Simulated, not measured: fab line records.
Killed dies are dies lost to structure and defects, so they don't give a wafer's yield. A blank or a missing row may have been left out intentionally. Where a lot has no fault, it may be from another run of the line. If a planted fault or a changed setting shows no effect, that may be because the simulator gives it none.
fab line records	flow n5_finfet
record lots=6	wafers=18	last_day=18
route steps=1938 shown BEOL_M12@1618 BEOL_M15@1830 PASSIVATION@1936
lots that met no fault: taken from a fault-free run of the same line
start_h: hours from the record's opening day to when the first of the lot's shown wafers began	wait_h: how many hours have passed since the lot's step before this one	" as in the row above	L1.1+2: a row that stands for several wafers	- either no value or no given start	* or withheld: withheld	< > ~ a bound
route shown NAME@n: names a module that has steps shown in the file, with the first one's number in the route	usual: mean/standard deviation taken from wafers without a fault	same: alike in all rows	chamber/n: place in a boat	sites: each site's reading	_std_site: the standard deviation of these	_edge_site: outer sites' mean less inner sites'	radius_mm: how far each site lies from the wafer's centre	mask NAME#n: copy n	behind: the tool/chamber that last shaped the wafer	hold: why the lot went on hold/how many hours it stayed there/how the hold came to an end	device: names the non-switching transistor (n, p or np)	end of line: at the end of the route, the tests of the same wafers	for a step that has no rows: nothing shown but its recipe	killed: dies that structure and defects cost at the first sort, which is not the same as the wafer's yield	map: the dies of a wafer, with x for killed, . for not killed, _ for no die there
set.NAME: the setting as run; set.NAME@STEP: as run at that earlier step	model.NAME: the simulator's own value behind a step, which no gauge read
a sample of lots followed through the steps of the route, with each step as a table and each wafer as a row
services: a tool's chamber out of use, with start hour (start_h, from the record's first day; less than 0 if before it), hours out, and reason
## steps
# step N5_BEOL_M12_STRIP_63
# recipe chemistry=N2/H2	power_w=1000	temp_c=250	h2_frac=0.65	overash_fraction=0.3	pressure_mtorr=1000	n2_flow_sccm=1750	h2_flow_sccm=3250
# usual drypump_motor_current_A=5.70/0.27	heater_power_w=318/26	oes_product_au=0.693/0.0047	strip_time_to_endpoint_s=42.5/0.93
lot.wafer	tool	chamber	start_h	wait_h	drypump_motor_current_A	heater_power_w	oes_product_au	rf_hours_counter_h	strip_time_to_endpoint_s
L786.3	plasma_asher-01	1	289.97	-	6.04	283	0.689	-	43.4
L786.4	"	0	"	"	5.75	310	0.703	-	43.1
L786.5	"	1	"	"	6.03	293	0.694	-	40.9
L791.2	plasma_asher-02	0	327.47	-	5.35	351	0.688	80	42.5
L791.5	"	0	"	"	5.36	350	0.698	-	42.6
L791.6	"	1	"	"	5.34	357	0.688	-	41.3
L790.1	plasma_asher-01	1	332.11	-	6.04	289	0.697	127	44.1
L790.4	"	0	"	"	5.72	306	0.693	-	43.2
L790.5	"	0	"	"	5.73	306	0.694	-	42.4
L798.1	plasma_asher-01	1	372.87	-	6.03	289	0.689	137	42.2
L798.2	"	0	"	"	5.73	313	0.692	137	42.4
L798.4	"	0	"	"	5.72	318	0.686	-	41.5
L799.2	plasma_asher-01	1	373.58	-	6.02	293	0.703	137	42.2
L799.3	"	1	"	"	6.01	300	0.691	-	41.2
L799.5	"	1	"	"	6.01	290	0.694	-	40.8
L800.1	plasma_asher-01	0	388.59	-	5.71	302	0.696	142	43.2
L800.3	"	0	"	"	5.71	306	0.690	-	43.1
L800.5	"	1	"	"	6.02	292	0.697	-	43.2
# step N5_BEOL_M12_OVL_MEAS_29
# recipe points_per_wafer=44
# usual M12_OVL=1/4.7
lot.wafer	tool	chamber	start_h	wait_h	M12_OVL[nm]
L786.3	overlay-01	0	290.51	0.0	-2
L786.4	"	0	"	"	-2
L786.5	"	0	"	"	-3
L791.2	overlay-02	0	328.16	0.0	5
L791.5	"	0	"	"	6
L791.6	"	0	"	"	3
L790.1	overlay-02	0	332.67	0.0	6
L790.4	"	0	"	"	8
L790.5	"	0	"	"	-2
L798.1	overlay-02	0	373.44	0.0	-1
L798.2	"	0	"	"	3
L798.4	"	0	"	"	10
L799.2	overlay-02	0	374.15	0.0	3
L799.3	"	0	"	"	5
L799.5	"	0	"	"	-7
L800.1	overlay-02	0	389.16	0.0	0
L800.3	"	0	"	"	-5
L800.5	"	0	"	"	3
# step N5_BEOL_M12_ETCH_67
# recipe chemistry=CF4	target=SiARC	target_depth_a=1430	time_s=238.3	ion_energy_ev=80	pressure_mtorr=40	source_w=545	bias_w=36	Ar_flow_sccm=100	cf4_flow_sccm=100	ends=cleared
# usual drypump_motor_current_A=5.9/0.39	etch_rf_on_time_s=235/5.2	oes_product_au=0.71/0.092	rf_vpp_V=183.6/1.2	showerhead_plenum_p_Torr=2.11/0.065	throttle_valve_pct=15.51/0.2
lot.wafer	tool	chamber	start_h	wait_h	drypump_motor_current_A	etch_rf_on_time_s	oes_product_au	rf_hours_counter_h	rf_vpp_V	showerhead_plenum_p_Torr	throttle_valve_pct
L786.3	rie_diel-05	3	290.64	0.0	6.5	231	0.59	245	184.1	2.19	15.94
L786.4	"	3	"	"	6.5	232	0.59	-	184.6	2.19	15.96
L786.5	"	2	"	"	5.5	241	0.72	-	183.0	2.09	15.31
L791.2	rie_diel-05	2	328.25	0.0	5.5	238	0.71	75	183.7	2.08	15.34
L791.5	"	2	"	"	5.5	240	0.70	-	183.2	2.08	15.35
L791.6	"	0	"	"	5.8	228	0.82	-	184.9	2.19	15.15
L790.1	rie_diel-05	3	332.77	0.0	6.5	231	0.86	1	185.3	2.19	15.48
L790.4	"	0	"	"	5.8	229	0.81	23	185.7	2.18	15.13
L790.5	"	3	"	"	6.5	234	0.86	-	184.2	2.19	15.48
L798.1	rie_diel-02	3	373.53	0.0	6.0	240	0.66	123	184.3	2.05	15.73
L798.2	"	0	"	"	6.3	234	0.60	218	181.9	1.95	15.82
L798.4	"	2	"	"	5.8	238	0.71	-	183.0	2.09	15.56
L799.2	rie_diel-03	3	374.46	0.0	5.9	228	0.84	7	182.2	2.11	15.11
L799.3	"	1	"	"	6.3	239	0.61	186	183.9	2.13	15.73
L799.5	"	2	"	"	5.5	231	0.76	-	183.4	2.09	15.33
L800.1	rie_diel-02	3	389.66	0.0	6.0	236	0.64	129	184.2	2.05	15.73
L800.3	"	2	"	"	5.8	238	0.70	73	183.4	2.09	15.56
L800.5	"	0	"	"	6.3	235	0.60	-	180.8	1.94	15.84
# step N5_BEOL_M12_TRENCH_ETCH_34
# recipe chemistry=C4F8/O2/Ar	target=SiOC	target_depth_a=3189.5	mask_material=SOC	pressure_mtorr=30	source_w=3000	bias_w=700	Ar_flow_sccm=400	C4F8_flow_sccm=15	O2_flow_sccm=8	he_inner_torr=15	he_outer_torr=30	time_s=125.5	ion_energy_ev=250
# usual drypump_motor_current_A=5.9/0.39	oes_product_au=0.83/0.1	rf_vpp_V=664.0/2.9	showerhead_plenum_p_Torr=3.36/0.1	throttle_valve_pct=24.11/0.22
lot.wafer	tool	chamber	start_h	wait_h	drypump_motor_current_A	oes_product_au	rf_hours_counter_h	rf_vpp_V	showerhead_plenum_p_Torr	throttle_valve_pct
L786.3	rie_diel-05	3	290.97	0.0	6.5	0.68	245	667.2	3.51	24.56
L786.4	"	3	"	"	6.5	0.68	-	667.5	3.51	24.56
L786.5	"	2	"	"	5.5	0.85	-	662.3	3.33	23.93
L791.2	rie_diel-05	2	328.58	0.0	5.5	0.82	75	663.3	3.32	23.95
L791.5	"	2	"	"	5.5	0.83	-	663.1	3.32	23.96
L791.6	"	0	"	"	5.8	0.94	-	667.5	3.48	23.73
L790.1	rie_diel-05	3	333.10	0.0	6.5	0.99	1	666.9	3.51	24.26
L790.4	"	0	"	"	5.8	0.94	23	668.0	3.48	23.74
L790.5	"	3	"	"	6.5	0.99	-	668.5	3.51	24.27
L798.1	rie_diel-02	3	373.86	0.0	6.0	0.77	123	662.3	3.28	24.31
L798.2	"	0	"	"	6.4	0.70	218	657.8	3.13	24.40
L798.4	"	2	"	"	5.8	0.82	-	664.3	3.32	24.15
L799.2	rie_diel-03	3	374.78	0.0	5.9	0.98	7	663.6	3.37	23.76
L799.3	"	1	"	"	6.3	0.72	186	665.6	3.41	24.39
L799.5	"	2	"	"	5.5	0.87	-	661.3	3.33	23.93
L800.1	rie_diel-02	3	389.98	0.0	5.9	0.76	130	662.0	3.27	24.29
L800.3	"	2	"	"	5.8	0.82	73	663.7	3.32	24.15
L800.5	"	0	"	"	6.3	0.69	-	657.7	3.12	24.41
# step N5_BEOL_M12_OCD_MEAS_35
# usual trench_depth_nm=321/3.9
lot.wafer	tool	chamber	start_h	wait_h	trench_depth_nm
L786.3	ocd-01	-	291.13	0.0	322
L786.4	"	-	"	"	319
L786.5	"	-	"	"	320
L791.2	ocd-02	-	328.73	0.0	322
L791.5	"	-	"	"	321
L791.6	"	-	"	"	324
L790.1	ocd-01	-	333.25	0.0	322
L790.4	"	-	"	"	357
L790.5	"	-	"	"	324
L798.1	ocd-02	-	374.01	0.0	315
L798.2	"	-	"	"	317
L798.4	"	-	"	"	322
L799.2	ocd-01	-	374.94	0.0	330
L799.3	"	-	"	"	319
L799.5	"	-	"	"	320
L800.1	ocd-02	-	390.14	0.0	318
L800.3	"	-	"	"	326
L800.5	"	-	"	"	317
# step N5_BEOL_M12_THK_MEAS_50
# recipe thk_meas_gauge=xrf	reads=Cu_of_BEOL_M12_ECD_47
# usual M12_THK=319/4.3
lot.wafer	tool	chamber	start_h	wait_h	M12_THK[nm]
L786.3	film_metro-01	-	295.30	-	319
L786.4	"	-	"	"	317
L786.5	"	-	"	"	319
L791.2	film_metro-01	-	331.15	-	321
L791.5	"	-	"	"	322
L791.6	"	-	"	"	325
L790.1	film_metro-02	-	336.50	-	318
L790.4	"	-	"	"	350
L790.5	"	-	"	"	318
L799.2	film_metro-02	-	377.40	-	328
L799.3	"	-	"	"	318
L799.5	"	-	"	"	319
L798.1	film_metro-01	-	377.49	-	317
L798.2	"	-	"	"	317
L798.4	"	-	"	"	323
L800.1	film_metro-02	-	393.40	-	317
L800.3	"	-	"	"	323
L800.5	"	-	"	"	314
# step N5_BEOL_M12_RS_MEAS_54
# recipe thk_meas_gauge=four-point-probe	reads=Cu_of_BEOL_M12_ECD_47+Ta_of_BEOL_M12_SPUTTER_44+TaN_of_BEOL_M12_SPUTTER_43
# usual M12_RS=0.0595/0.00078
lot.wafer	tool	chamber	start_h	wait_h	M12_RS[ohm/sq]
L786.3	film_metro-01	-	295.43	0.0	0.0589
L786.4	"	-	"	"	0.0599
L786.5	"	-	"	"	0.0593
L791.2	film_metro-02	-	331.27	0.0	0.0597
L791.5	"	-	"	"	0.0600
L791.6	"	-	"	"	0.0592
L790.1	film_metro-01	-	336.65	0.1	0.0594
L790.4	"	-	"	"	0.0535
L790.5	"	-	"	"	0.0590
L799.2	film_metro-02	-	377.53	0.0	0.0579
L799.3	"	-	"	"	0.0602
L799.5	"	-	"	"	0.0602
L798.1	film_metro-02	-	377.62	0.0	0.0603
L798.2	"	-	"	"	0.0606
L798.4	"	-	"	"	0.0593
L800.1	film_metro-02	-	393.55	0.1	0.0603
L800.3	"	-	"	"	0.0588
L800.5	"	-	"	"	0.0604
# step N5_BEOL_M15_RC_MEAS_101
# usual etest_temp_c=25.01/0.1	COMB_M10=1.5e-11/3.9e-12	COMB_M11=1.4e-11/3.3e-12	COMB_M12=5.9e-12/1.4e-12	COMB_M13=4.6e-12/1.1e-12	COMB_M14=3.4e-12/8.9e-13	COMB_M14_max_site=5e-12/1.3e-12	COMB_M15=2.1e-12/7.4e-13	COMB_M5=3.6e-11/6.7e-12	COMB_M5_max_site=5.2e-11/1.3e-11	COMB_M6=2.5e-11/5.9e-12	COMB_M7=2.5e-11/4.5e-12	COMB_M8=2.5e-11/4.7e-12	COMB_M9=1.4e-11/3.3e-12	SERP_M10=3.04/0.084	SERP_M11=3.07/0.085	SERP_M12=0.633/0.016	SERP_M12_max_site=0.646/0.016	SERP_M13=0.309/0.0058	SERP_M14=0.159/0.0042	SERP_M5=39.2/2	SERP_M5_max_site=40.8/2.1	SERP_M6=13.7/0.54	SERP_M7=13.9/0.51	SERP_M8=13.5/0.49	SERP_M9=3.09/0.087
lot.wafer	tool	chamber	start_h	wait_h	etest_temp_c	COMB_M10[S/m]	COMB_M11[S/m]	COMB_M12[S/m]	COMB_M13[S/m]	COMB_M14[S/m]	COMB_M14_max_site[S/m]	COMB_M15[S/m]	COMB_M5[S/m]	COMB_M5_max_site[S/m]	COMB_M6[S/m]	COMB_M7[S/m]	COMB_M8[S/m]	COMB_M9[S/m]	SERP_M10[ohm/um]	SERP_M11[ohm/um]	SERP_M12[ohm/um]	SERP_M12_max_site[ohm/um]	SERP_M13[ohm/um]	SERP_M14[ohm/um]	SERP_M5[ohm/um]	SERP_M5_max_site[ohm/um]	SERP_M6[ohm/um]	SERP_M7[ohm/um]	SERP_M8[ohm/um]	SERP_M9[ohm/um]
L786.3	prober-01	0	318.12	0.3	24.90	1.4e-11	1.6e-11	7.2e-12	3e-12	5e-12	7.3e-12	1.3e-12	3.7e-11	5.2e-11	2.8e-11	1.8e-11	3.3e-11	1.3e-11	3.08	3.15	0.647	0.655	0.309	0.154	39.1	41.8	13.5	12.8	13.2	3.01
L786.4	"	0	"	"	24.94	1.1e-11	1.5e-11	5.8e-12	3.2e-12	3.7e-12	5.2e-12	2e-12	2.9e-11	4.2e-11	2.2e-11	2.6e-11	2.1e-11	1.5e-11	3.00	3.09	0.645	0.656	0.312	0.158	38.7	40.1	13.4	14.4	12.9	3.05
L786.5	"	0	"	"	24.66	1e-11	9e-12	4.5e-12	3.6e-12	2.9e-12	3.8e-12	2.6e-12	3.4e-11	3.8e-11	2.6e-11	2.2e-11	2.7e-11	1.2e-11	3.11	3.12	0.648	0.661	0.308	0.153	36.7	40.2	13.7	14.6	13.9	3.10
L791.2	prober-01	0	363.24	0.2	24.84	1.1e-11	1.3e-11	5.3e-12	3.8e-12	2.4e-12	4.5e-12	1.6e-12	4.1e-11	6.8e-11	2.9e-11	2.5e-11	2.7e-11	1.6e-11	2.99	3.10	0.633	0.644	0.302	0.163	41.2	42.8	13.7	14.4	13.8	3.02
L791.5	"	0	"	"	25.06	1.2e-11	2.1e-11	6.2e-12	5.1e-12	3.4e-12	5.2e-12	1.1e-12	2.7e-11	3.9e-11	2.6e-11	3e-11	2.9e-11	1.8e-11	3.12	3.04	0.622	0.636	0.305	0.157	42.1	44.0	13.5	14.4	13.6	3.01
L791.6	"	0	"	"	25.10	1.3e-11	1e-11	6.9e-12	4.7e-12	2.4e-12	5.2e-12	2e-12	4e-11	7e-11	2.2e-11	2.7e-11	2.2e-11	1.6e-11	3.04	3.10	0.624	0.636	0.304	0.166	39.7	41.2	14.0	13.9	13.5	3.10
L790.1	prober-01	0	364.58	0.0	25.10	1.3e-11	1.7e-11	3.4e-12	2.5e-12	2.6e-12	3e-12	1.5e-12	3.1e-11	4.4e-11	2.1e-11	3.5e-11	2.4e-11	1.2e-11	3.08	2.99	0.639	0.647	0.317	0.163	42.4	43.4	14.0	13.7	13.4	3.15
L790.4	"	0	"	"	25.10	1.3e-11	1.7e-11	4.8e-12	3.3e-12	2.1e-12	4.6e-12	2.6e-12	3.5e-11	4.2e-11	2e-11	2.2e-11	2e-11	1.2e-11	2.95	3.10	0.568	0.573	0.313	0.154	42.5	43.8	14.1	14.1	12.8	3.21
L790.5	"	0	"	"	25.06	1.3e-11	1.1e-11	4.9e-12	4.4e-12	3.7e-12	5.2e-12	1.5e-12	3e-11	4.8e-11	2.5e-11	3.1e-11	2e-11	1e-11	2.91	3.04	0.637	0.652	0.305	0.154	43.5	45.4	14.8	13.3	13.0	3.11
L799.2	prober-02	0	394.96	0.2	24.93	1.6e-11	2e-11	8e-12	5.4e-12	3.1e-12	4.2e-12	3.7e-12	2.6e-11	4.2e-11	2.3e-11	2.5e-11	1.7e-11	1.3e-11	2.96	3.06	0.620	0.631	0.317	0.161	38.4	40.9	14.0	13.4	13.8	3.11
L799.3	"	0	"	"	25.06	1.2e-11	1.5e-11	7.1e-12	6.2e-12	4e-12	5e-12	3e-12	2.7e-11	3.7e-11	3e-11	2.4e-11	2.5e-11	1.3e-11	2.92	2.93	0.643	0.652	0.309	0.156	35.4	37.3	13.8	13.1	13.3	3.18
L799.5	"	0	"	"	24.97	1.2e-11	1.6e-11	7.6e-12	4.9e-12	3.7e-12	4.9e-12	3.9e-12	2.4e-11	3e-11	3.2e-11	2.5e-11	3.1e-11	1.7e-11	3.00	2.99	0.641	0.650	0.302	0.158	40.7	41.7	13.2	13.0	13.8	3.00
L798.1	prober-02	0	398.70	0.0	25.14	1.4e-11	1.1e-11	4.7e-12	4.3e-12	4e-12	5.2e-12	4.3e-12	3.7e-11	4.4e-11	1.4e-11	2.3e-11	2.1e-11	1.1e-11	2.92	2.88	0.650	0.671	0.308	0.153	41.6	42.4	12.9	13.9	13.9	3.04
L798.2	"	0	"	"	24.80	1.6e-11	1.4e-11	6.7e-12	4.9e-12	3.2e-12	4.5e-12	3.1e-12	4.3e-11	5e-11	2.2e-11	2.7e-11	2.2e-11	1.2e-11	2.94	3.06	0.637	0.652	0.297	0.160	37.8	38.7	14.2	13.5	13.9	3.05
L798.4	"	0	"	"	24.95	1.5e-11	1.3e-11	6.6e-12	4.7e-12	3e-12	3.7e-12	3.3e-12	2.7e-11	4.2e-11	2e-11	2.3e-11	2.3e-11	1.5e-11	3.09	3.15	0.645	0.673	0.306	0.155	36.4	37.9	13.8	13.2	13.1	3.08
L800.1	prober-01	0	416.36	0.0	24.91	1.2e-11	1.2e-11	4.3e-12	5.3e-12	2.6e-12	3.6e-12	1.3e-12	4.3e-11	7.4e-11	2.7e-11	2.1e-11	1.8e-11	9e-12	3.04	3.06	0.646	0.656	0.306	0.160	38.1	40.7	14.0	14.7	14.1	3.15
L800.3	"	0	"	"	24.98	1e-11	1.6e-11	5.3e-12	4.9e-12	3.8e-12	6.7e-12	1.1e-12	5.1e-11	7.9e-11	2.6e-11	2.8e-11	2.3e-11	7e-12	2.98	3.02	0.621	0.633	0.298	0.159	36.5	37.5	14.1	13.2	13.1	2.99
L800.5	"	0	"	"	25.04	1e-11	1.1e-11	4.6e-12	5.7e-12	3e-12	5.2e-12	2.1e-12	4.1e-11	5.4e-11	3.9e-11	2.2e-11	1.9e-11	9e-12	2.98	3.07	0.623	0.642	0.296	0.160	36.3	36.8	13.5	14.1	13.4	2.96
# sites SERP_M12 radius_mm=0,75,75,75,75,140,140,140,140
L786.3 0.622 0.648 0.641 0.649 0.655 0.647 0.652 0.645 0.643
L791.2 0.629 0.644 0.637 0.638 0.633 0.618 0.626 0.621 0.636
L790.1 0.633 0.639 0.646 0.629 0.630 0.628 0.641 0.647 0.641
L799.2 0.609 0.618 0.613 0.612 0.625 0.623 0.631 0.620 0.621
L798.1 0.647 0.634 0.659 0.635 0.652 0.664 0.650 0.647 0.671
L800.1 0.640 0.643 0.638 0.638 0.646 0.653 0.656 0.653 0.652
# step N5_PASSIVATION_PROBE_49
# usual defect_limited_yield=91.3/1.3	killed_at_M0_to_M3=35/9.3	killed_at_M4_up=14/5.2	killed_at_contacts=12/5.9	killed_at_front_end=38/11	killed_at_other=4/3.7	killed_dies=103/15	killed_open=67/12	killed_short=34/8	sort_bin_5_function=5.1/0.88	sort_bin_6_memory=3.3/0.65	sort_bin_8_speed=0.00/0.03	sort_n_pass=1077/15	sort_yield_pct=91.3/1.3
# same gross_dies=1180	killed_at_back_side=0	sort_bin_4_leakage[%]=0
lot.wafer	tool	chamber	start_h	wait_h	defect_limited_yield[%]	killed_at_M0_to_M3	killed_at_M4_up	killed_at_contacts	killed_at_front_end	killed_at_other	killed_dies	killed_open	killed_short	sort_bin_5_function[%]	sort_bin_6_memory[%]	sort_bin_8_speed[%]	sort_n_pass	sort_yield_pct[%]
L786.4	prober-01	-	332.31	0.2	90.7	35	5	6	64	0	110	67	35	5.2	3.2	0	1070	90.7
L786.5	prober-01	-	332.36	0.2	90.8	35	10	12	50	1	108	71	31	4.7	3.8	0	1072	90.8
L790.1	prober-01	-	380.60	0.0	91.0	31	15	4	52	4	106	76	29	5.5	3.2	0	1074	91.0
L790.4	prober-01	-	380.75	0.2	92.4	21	23	9	37	0	90	67	23	4.0	3.6	0	1090	92.4
L790.5	prober-01	-	380.80	0.2	90.4	50	12	7	42	2	113	62	51	5.3	3.7	0	1067	90.4
L798.1	prober-02	-	414.47	0.0	91.8	37	10	16	34	0	97	70	26	3.6	4.3	0	1083	91.8
L798.2	prober-02	-	414.52	0.1	93.3	35	5	11	27	1	79	60	18	3.5	3.1	0	1101	93.3
L798.4	prober-02	-	414.62	0.2	92.0	18	7	17	52	0	94	65	27	4.6	3.2	0	1086	92.0
# killed by level:class
L786.4 FIN_SAQP:geometric_particle:open=19 STI_FIN_REVEAL:geometric_particle:open=15 BEOL_M0_SAQP:geometric_particle:short=9 BEOL_M1:geometric_particle:open=8 FIN_SAQP:geometric_particle:short=6 GATE_CUT:geometric_particle:short=6 BEOL_M3:geometric_particle:open=6 HKMG_FIN:area_etch=6
L786.5 BEOL_M3:geometric_particle:open=14 FIN_SAQP:geometric_particle:open=12 STI_FIN_REVEAL:geometric_particle:open=11 MOL_CONTACT_COAG:geometric_particle:open=10 FIN_SAQP:geometric_particle:short=7 BEOL_M0_SAQP:geometric_particle:open=7 GATE_CUT:geometric_particle:short=4 BEOL_M2:geometric_particle:open=4
L790.1 STI_FIN_REVEAL:geometric_particle:open=14 FIN_SAQP:geometric_particle:open=11 FIN_SAQP:geometric_particle:short=9 BEOL_M3:geometric_particle:open=8 BEOL_M1:geometric_particle:open=8 GATE_CUT:geometric_particle:open=6 BEOL_M0_SAQP:geometric_particle:open=5 BEOL_M0_SAQP:geometric_particle:short=4
L790.4 BEOL_M4:geometric_particle:open=11 STI_FIN_REVEAL:geometric_particle:open=7 MOL_CONTACT_COAG:geometric_particle:open=7 BEOL_M0_SAQP:geometric_particle:open=7 BEOL_M2:geometric_particle:open=6 FIN_SAQP:geometric_particle:open=5 GATE_CUT:geometric_particle:open=5 GATE_CUT:geometric_particle:short=4
L790.5 BEOL_M0_SAQP:geometric_particle:short=18 BEOL_M2:geometric_particle:open=12 BEOL_M0_SAQP:geometric_particle:open=10 FIN_SAQP:geometric_particle:short=8 FIN_SAQP:geometric_particle:open=8 GATE_CUT:geometric_particle:short=6 MOL_CONTACT_COAG:geometric_particle:open=6 BEOL_M3:geometric_particle:open=5
L798.1 MOL_CONTACT_COAG:geometric_particle:open=13 BEOL_M0_SAQP:geometric_particle:short=12 BEOL_M0_SAQP:geometric_particle:open=11 STI_FIN_REVEAL:geometric_particle:open=6 DUMMY_GATE:geometric_particle:open=6 BEOL_M3:geometric_particle:open=6 FIN_SAQP:geometric_particle:open=5 GATE_CUT:geometric_particle:open=5
L798.2 BEOL_M2:geometric_particle:open=9 MOL_CONTACT_COAG:geometric_particle:open=9 BEOL_M0_SAQP:geometric_particle:open=9 STI_FIN_REVEAL:geometric_particle:open=6 BEOL_M0_SAQP:geometric_particle:short=6 BEOL_M3:geometric_particle:open=6 FIN_SAQP:geometric_particle:short=3 FIN_SAQP:geometric_particle:open=3
L798.4 MOL_CONTACT_COAG:geometric_particle:open=14 FIN_SAQP:geometric_particle:open=12 STI_FIN_REVEAL:geometric_particle:open=10 BEOL_M1:geometric_particle:open=6 GATE_CUT:geometric_particle:open=5 DUMMY_GATE:geometric_particle:open=4 ILD0:geometric_particle:open=4 GATE_CUT:geometric_particle:short=4
## services
tool	chamber	start_h	hours	kind
rie_diel-02	0	272.35	6.4	repair
rie_diel-03	3	272.91	8.3	repair
rie_diel-05	1	279.73	-	clean
rie_diel-05	1	279.73	-	consumable_replace:focus_ring
rie_diel-05	1	279.73	13.1	scheduled_down
rie_diel-05	1	279.73	13.1	vent_cycle
plasma_asher-02	-	285.72	15.6	pm
rie_diel-05	3	304.19	-	clean
rie_diel-05	3	304.19	-	consumable_replace:focus_ring
rie_diel-05	3	304.19	26.9	scheduled_down
rie_diel-05	3	304.19	26.9	vent_cycle
rie_diel-03	2	308.08	2.5	repair
rie_diel-03	3	308.34	5.9	repair
plasma_asher-02	-	310.10	2.7	repair
plasma_asher-02	-	314.53	4.3	repair
rie_diel-03	1	314.59	8.3	repair
rie_diel-05	2	335.38	4.5	repair
rie_diel-02	1	349.06	28.8	repair
rie_diel-03	1	370.41	3.2	repair
rie_diel-03	3	376.39	2.1	repair
rie_diel-03	0	382.97	3.4	repair
rie_diel-03	1	385.29	21.7	repair
rie_diel-05	1	385.92	10.7	repair
rie_diel-02	1	388.09	-	clean
## key
first_sign step=N5_BEOL_M12_OCD_MEAS_35	reading=trench_depth_nm	direction=up	sigmas=9	usual=321	struck=357
effect step=N5_BEOL_M12_THK_MEAS_50	reading=M12_THK	direction=up	sigmas=7.1	usual=319	struck=350
effect step=N5_BEOL_M12_RS_MEAS_54	reading=M12_RS	direction=down	sigmas=7.6	usual=0.0595	struck=0.0535
effect step=N5_BEOL_M15_RC_MEAS_101	reading=SERP_M12	direction=down	sigmas=4.1	usual=0.633	struck=0.568
met_at N5_BEOL_M12_TRENCH_ETCH_34
struck_lots L790
struck_wafers L790.4
not_acting_at N5_BEOL_M12_STRIP_63,N5_BEOL_M12_OVL_MEAS_29,N5_BEOL_M12_ETCH_67
onset_between 328.58 333.10
fault kind=process_parameter_drift	tool=rie_diel-05	chamber=0	onset_h=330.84	steps=N5_BEOL_M12_TRENCH_ETCH_34	channel=time_s	offset=*	shape=step	end_h=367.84	acts_in=*	stated=*
